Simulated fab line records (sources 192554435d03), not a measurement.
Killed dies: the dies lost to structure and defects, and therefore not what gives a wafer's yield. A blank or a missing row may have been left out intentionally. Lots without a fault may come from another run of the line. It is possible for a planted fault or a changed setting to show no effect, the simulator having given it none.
Problem report in the 8D (eight disciplines) form, filled by code / flow n5_finfet / the parts of the form that need people (team, actions taken, sign-off) are left out

== 1. WHAT WENT WRONG ==
Mean of cd_nm at N5_FIN_SAQP_CD_MEAS_16: 30.2 nm over 3 wafers from 1 lot, against 35.5 nm (standard deviation 0.32) on wafers with no fault. That puts it -16 standard deviations away from the usual mean.
The step: target cd 35.6 nm.
First observed at day 5 21:34: wafer L605.2, on cd_sem-01. At this step, 27 wafers from 9 lots have a number in the record. The rule behind "out" and "out of limits": a value lying over 4 standard deviations away from the usual mean. All remaining wafers that have a number are taken as sound.

== 2. WHAT IT IS AND WHAT IT IS NOT ==
question=which readings at this step | is=cd_nm | is not=-
question=which lots | is=L605 | is not=L592, L594, L596, L599, L600, L603, L610, L611
question=which wafers of those lots | is=all that have a number | is not=-
question=read on which gauges | is=cd_sem-01 | is not=cd_sem-02, cd_sem-03
question=when | is=from day 5 21:34 | is not=up to then (18 sound wafers); but 6 sound wafers of L610, L611 came after

== 3. SUSPECTS, AND WHAT RULES EACH OUT ==
Counting: a tool at a process step up to the reading stays a suspect if it ran every lot that is out and no sound lot after the first of them.
- the gauge at N5_FIN_SAQP_CD_MEAS_16 has been ruled out. All the wafers that are out were read on cd_sem-01, but those of them that N5_FIN_SAQP_EXPOSE_13 has rows for are out there too, on other tools.
- rie_si-04 at N5_PMOS_HMC_CHANNEL_EPI_ETCH_38 (etches SiO2 in CF4, target depth 1.5 nm): kept. It ran the lot that is out, L605 (day 5 17:49), and no sound lot after that; its last sound lot up to then is L603 (day 5 06:08).
- arfi_scanner-01 at N5_FIN_SAQP_EXPOSE_13 (exposes mask FIN CORE, target cd 35.6 nm): kept. It ran the lot that is out, L605 (day 5 21:27), and no sound lot after that; its last sound lot up to then is L600 (day 4 15:36). Its own exposure_dose_mJ_cm2 readings are out on those wafers.
Remaining after the count are rie_si-04 at N5_PMOS_HMC_CHANNEL_EPI_ETCH_38 and arfi_scanner-01 at N5_FIN_SAQP_EXPOSE_13.

== 4. THE CAUSE (what the simulator had put in) ==
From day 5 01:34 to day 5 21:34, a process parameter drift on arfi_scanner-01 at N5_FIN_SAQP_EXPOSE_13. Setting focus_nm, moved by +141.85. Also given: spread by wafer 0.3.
2 suspects survive the count, and this tool is in that group.

== 5. THE CHAIN OF EFFECTS, in route order ==
Each row: a reading whose mean over the struck wafers that have a number lies more than 3 standard deviations from the usual. Scope: only readings with a usual standard deviation given in the record; hours: median across lots of the time from each lot's start at the first step in this table that gives one to its start at this step; sigmas: change in usual standard deviations.
hours=0; step=N5_FIN_SAQP_EXPOSE_13; reading=exposure_dose_mJ_cm2; usual=63.21; on struck wafers=60.49; change=-2.72; sigmas=-36
hours=0; step=N5_FIN_SAQP_CD_MEAS_16; reading=cd_nm; usual=35.5 nm; on struck wafers=30.2; change=-5.3; sigmas=-16
hours=259; step=N5_PASSIVATION_PROBE_49; reading=defect_limited_yield; usual=91.2 %; on struck wafers=47.4; change=-43.8; sigmas=-31
hours=259; step=N5_PASSIVATION_PROBE_49; reading=killed_at_front_end; usual=41; on struck wafers=562; change=+521; sigmas=+47
hours=259; step=N5_PASSIVATION_PROBE_49; reading=killed_dies; usual=104; on struck wafers=620; change=+516; sigmas=+32
hours=259; step=N5_PASSIVATION_PROBE_49; reading=killed_on_rim; usual=14; on struck wafers=44; change=+30; sigmas=+7.6
hours=259; step=N5_PASSIVATION_PROBE_49; reading=sort_bin_5_function; usual=5.1 %; on struck wafers=49.6; change=+44.5; sigmas=+49
hours=259; step=N5_PASSIVATION_PROBE_49; reading=sort_n_pass; usual=1076; on struck wafers=560; change=-516; sigmas=-32
hours=259; step=N5_PASSIVATION_PROBE_49; reading=sort_yield_pct; usual=91.2 %; on struck wafers=47.4; change=-43.8; sigmas=-31
The process steps in it:
- N5_FIN_SAQP_EXPOSE_13: exposes mask FIN CORE, target cd 35.6 nm.
- N5_PASSIVATION_PROBE_49
At these later measuring or inspecting steps, every struck wafer for which the step has a row has a number for every such reading, and none has moved that far: N5_BEOL_M4_RC_MEAS_101.

== 6. HOW IT WOULD HAVE BEEN CAUGHT EARLIER ==
In this record the first reading out of limits at a measuring or inspecting step was taken at day 5 21:34, 20 hours after the fault began at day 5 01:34.
At N5_FIN_SAQP_EXPOSE_13, the tool's own readings (exposure_dose_mJ_cm2) were out on each struck wafer the step has a row for, so an alarm limit on them would have fired on the first such wafer.
By day 5 21:34, every lot that is out (1) had started N5_FIN_SAQP_EXPOSE_13 on arfi_scanner-01. Tool hold at that time: it would have spared none of them.
